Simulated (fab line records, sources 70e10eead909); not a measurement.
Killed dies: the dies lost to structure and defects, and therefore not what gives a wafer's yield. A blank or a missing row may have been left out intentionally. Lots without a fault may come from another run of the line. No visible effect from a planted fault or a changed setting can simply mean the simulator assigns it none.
What tool caused it? | flow nand harc | Sampling: 14 lots, 42 wafers, 5 of 1302 route steps

== WHAT EACH GAUGE READ, for each wafer ==
NHARC_A_ONON_D2_INSPECT_32. Usual: raw defect count 388, standard deviation 140.
lot  | measured     | on                | raw defect count | flag
L311 | day 13 13:36 | defect inspect-01 | 400 323 446      |
L310 | day 13 13:36 | defect inspect-02 | 277 262 364      |
L314 | day 14 23:21 | defect inspect-01 | 842 900 426      |
L317 | day 16 07:50 | defect inspect-02 | 463 346 432      |
L318 | day 16 15:33 | defect inspect-02 | 415 281 306      |
L324 | day 19 00:06 | defect inspect-01 | 310 304 529      |
L325 | day 19 15:01 | defect inspect-01 | 568 397 259      |
L326 | day 20 05:26 | defect inspect-01 | 225 279 430      |
L328 | day 20 21:05 | defect inspect-02 | 251 341 371      |
L327 | day 20 21:05 | defect inspect-01 | 453 298 231      |
L329 | day 21 06:22 | defect inspect-01 | 328 269 385      |
L330 | day 22 01:55 | defect inspect-01 | 336 190 187      |
L331 | day 22 08:55 | defect inspect-02 | 231 297 373      |
L332 | day 22 16:01 | defect inspect-02 | 372 265 283      |

NHARC_A_CHANNEL_HOLE_D2_INSPECT_12. Usual: raw defect count 35, standard deviation 23.
lot  | measured     | on                | raw defect count | flag
L311 | day 13 19:36 | defect inspect-02 | 49 57 46         |
L310 | day 13 20:58 | defect inspect-02 | 8 7 9            |
L314 | day 15 02:56 | defect inspect-01 | 10 2 9           |
L317 | day 16 12:13 | defect inspect-01 | 68 50 43         |
L318 | day 17 02:05 | defect inspect-02 | 7 8 2            |
L324 | day 19 08:56 | defect inspect-01 | 68 55 76         |
L325 | day 19 17:43 | defect inspect-02 | 59 62 64         |
L326 | day 20 10:02 | defect inspect-02 | 56 45 69         |
L328 | day 21 00:52 | defect inspect-02 | 60 59 59         |
L327 | day 21 01:32 | defect inspect-01 | 11 10 20         |
L329 | day 21 10:13 | defect inspect-01 | 14 21 16         |
L330 | day 22 05:02 | defect inspect-02 | 23 29 27         |
L331 | day 22 13:55 | defect inspect-01 | 22 32 23         |
L332 | day 22 18:48 | defect inspect-01 | 24 26 32         |

NHARC_A_CHANNEL_HOLE_D2_CD_MEAS_31. Usual: cd nm 89.9 nm, standard deviation 1.
lot  | measured     | on        | cd nm (nm)     | flag
L311 | day 14 02:23 | cd sem-02 | 90.6 90.1 90.1 |
L310 | day 14 03:43 | cd sem-01 | 89.5 89.1 89.8 |
L314 | day 15 09:43 | cd sem-01 | 89.5 88.2 88.9 |
L317 | day 16 21:08 | cd sem-03 | -0.1 0.4 0.1   | OFF
L318 | day 17 11:58 | cd sem-02 | 0.5 1.6 1.1    | OFF
L324 | day 19 15:42 | cd sem-01 | 90.8 89.6 89.2 |
L325 | day 20 01:18 | cd sem-02 | 90.9 89.8 90.4 |
L326 | day 20 19:02 | cd sem-01 | 88.7 88.5 88.3 |
L328 | day 21 07:38 | cd sem-03 | 89.8 88.7 88.9 |
L327 | day 21 08:36 | cd sem-01 | 89.6 90.0 90.1 |
L329 | day 21 17:01 | cd sem-03 | 89.6 88.8 89.3 |
L330 | day 22 12:40 | cd sem-01 | 90.5 89.4 90.6 |
L331 | day 22 20:41 | cd sem-02 | 89.9 90.3 89.8 |
L332 | day 23 01:34 | cd sem-02 | 88.7 90.1 90.1 |

== TOOL THAT RAN EACH LOT (tool first, then ch and the chambers of the sampled wafers, then the start) ==
lot  | NHARC_A_CHANNEL_HOLE_D2_ETCH_20  | NHARC_A_CHANNEL_HOLE_D2_ETCH_26
L311 | har etch-02 ch 0, day 13 21:01   | har etch-02 ch 0, day 14 00:39
L310 | har etch-01 ch 0,1, day 13 22:22 | har etch-01 ch 0,1, day 14 02:00
L314 | har etch-02 ch 0,1, day 15 04:27 | har etch-02 ch 0,1, day 15 08:04
L317 | har etch-02 ch 0,1, day 16 15:46 | har etch-02 ch 0,1, day 16 19:25
L318 | har etch-01 ch 0,1, day 17 06:33 | har etch-01 ch 0,1, day 17 10:13
L324 | har etch-02 ch 0,1, day 19 10:17 | har etch-02 ch 0,1, day 19 13:58
L325 | har etch-01 ch 0,1, day 19 19:10 | har etch-01 ch 0,1, day 19 23:37
L326 | har etch-01 ch 0,1, day 20 13:41 | har etch-01 ch 0,1, day 20 17:20
L328 | har etch-01 ch 0,1, day 21 02:13 | har etch-01 ch 0,1, day 21 05:53
L327 | har etch-02 ch 0, day 21 03:13   | har etch-02 ch 0, day 21 06:52
L329 | har etch-01 ch 0,1, day 21 11:35 | har etch-01 ch 0,1, day 21 15:15
L330 | har etch-02 ch 0,1, day 22 07:16 | har etch-02 ch 0,1, day 22 10:55
L331 | har etch-02 ch 0,1, day 22 15:17 | har etch-02 ch 0,1, day 22 18:56
L332 | har etch-02 ch 0,1, day 22 20:10 | har etch-02 ch 0,1, day 22 23:49
- NHARC_A_CHANNEL_HOLE_D2_ETCH_20: etches the open film in C4F8/O2/Ar, time 361.9 s, target depth 1600 nm.
- NHARC_A_CHANNEL_HOLE_D2_ETCH_26: etches the open film in C4F8/O2/Ar, time 224.1 s, target depth 300 nm.

== AS READ BY THE TOOLS THEMSELVES (means over the sampled wafers that have a number; for cases with no such wafer, the mark the record gives instead) ==
NHARC_A_CHANNEL_HOLE_D2_ETCH_20. Usual: c4f8 flow sccm 89.31 sccm, standard deviation 0.25; chamber pressure mTorr 19.998 mTorr, standard deviation 0.017; drypump motor current A 5.9 A, standard deviation 0.4; showerhead plenum p Torr 3.73 Torr, standard deviation 0.15; throttle valve pct 32.153 %, standard deviation 0.0089.
lot  | tool        | c4f8 flow sccm (sccm) | chamber pressure mTorr (mTorr) | drypump motor current A (A) | showerhead plenum p Torr (Torr) | throttle valve pct (%) | flag
L311 | har etch-02 | 89.40                 | 20.016                         | 5.8                         | 3.93                            | 32.157                 |
L310 | har etch-01 | 89.42                 | 20.006                         | 5.7                         | 3.67                            | 32.152                 |
L314 | har etch-02 | 89.33                 | 19.985                         | 5.8                         | 3.78                            | 32.154                 |
L317 | har etch-02 | -                     | -                              | -                           | -                               | -                      | OFF
L318 | har etch-01 | -                     | -                              | -                           | -                               | -                      | OFF
L324 | har etch-02 | 89.23                 | 20.005                         | 5.8                         | 3.91                            | 32.146                 |
L325 | har etch-01 | 89.09                 | 19.982                         | 6.1                         | 3.60                            | 32.158                 |
L326 | har etch-01 | 89.25                 | 19.982                         | 5.7                         | 3.62                            | 32.156                 |
L328 | har etch-01 | 89.22                 | 19.990                         | 6.0                         | 3.59                            | 32.142                 |
L327 | har etch-02 | 89.11                 | 20.007                         | 5.8                         | 3.88                            | 32.152                 |
L329 | har etch-01 | 89.23                 | 20.004                         | 5.7                         | 3.61                            | 32.155                 |
L330 | har etch-02 | 89.21                 | 19.998                         | 5.8                         | 3.89                            | 32.155                 |
L331 | har etch-02 | 89.52                 | 20.008                         | 5.8                         | 3.88                            | 32.156                 |
L332 | har etch-02 | 89.31                 | 19.984                         | 5.8                         | 3.88                            | 32.154                 |

NHARC_A_CHANNEL_HOLE_D2_ETCH_26. Usual: bias v 300 V, standard deviation 3.2; c4f8 flow sccm 11.40 sccm, standard deviation 0.037; drypump motor current A 5.9 A, standard deviation 0.39; showerhead plenum p Torr 3.78 Torr, standard deviation 0.16; throttle valve pct 24.584 %, standard deviation 0.009.
lot  | tool        | bias v (V) | c4f8 flow sccm (sccm) | drypump motor current A (A) | showerhead plenum p Torr (Torr) | throttle valve pct (%) | flag
L311 | har etch-02 | 299        | 11.40                 | 5.8                         | 3.99                            | 24.588                 |
L310 | har etch-01 | 299        | 11.40                 | 5.7                         | 3.71                            | 24.576                 |
L314 | har etch-02 | 301        | 11.39                 | 5.8                         | 3.83                            | 24.590                 |
L317 | har etch-02 | 300        | 11.39                 | 5.8                         | 3.67                            | 24.587                 |
L318 | har etch-01 | 298        | 11.40                 | 6.1                         | 3.66                            | 24.593                 |
L324 | har etch-02 | 301        | 11.45                 | 5.8                         | 3.96                            | 24.587                 |
L325 | har etch-01 | 301        | 11.37                 | 6.1                         | 3.64                            | 24.579                 |
L326 | har etch-01 | 302        | 11.40                 | 5.7                         | 3.66                            | 24.581                 |
L328 | har etch-01 | 301        | 11.39                 | 6.0                         | 3.63                            | 24.584                 |
L327 | har etch-02 | 302        | 11.38                 | 5.8                         | 3.93                            | 24.582                 |
L329 | har etch-01 | 300        | 11.39                 | 5.8                         | 3.64                            | 24.585                 |
L330 | har etch-02 | 297        | 11.38                 | 5.8                         | 3.94                            | 24.587                 |
L331 | har etch-02 | 306        | 11.41                 | 5.8                         | 3.94                            | 24.586                 |
L332 | har etch-02 | 301        | 11.42                 | 5.8                         | 3.94                            | 24.581                 |

== THE ANSWER, worked out from the rows above alone ==
Rule: lot off if the mean of its wafers having a number is beyond 3 standard deviations from the usual mean. A lot without any number at a reading at which 4 lots or more have one is off too. All remaining lots with rows at the step are treated as sound. After the gauges, taken in route order, come the tools' own readings; for these a lot's mean is taken, as printed above. The first step at which some lot is off is used, and at that step the reading that is off furthest; a lot without a number counts as furthest.
Off: L317, L318 (NHARC_A_CHANNEL_HOLE_D2_CD_MEAS_31, cd nm).
If a tool, at a process step before that reading, ran all the lots that are off and no sound lot after the first of them, it fits. The gauges at NHARC_A_CHANNEL_HOLE_D2_CD_MEAS_31 aren't tried: what is off there is off at NHARC_A_CHANNEL_HOLE_D2_ETCH_20 too, on other tools, and a gauge's error can't cause that. No candidate that was tried fits.

== WHAT WAS PUT IN BY THE SIMULATOR ==
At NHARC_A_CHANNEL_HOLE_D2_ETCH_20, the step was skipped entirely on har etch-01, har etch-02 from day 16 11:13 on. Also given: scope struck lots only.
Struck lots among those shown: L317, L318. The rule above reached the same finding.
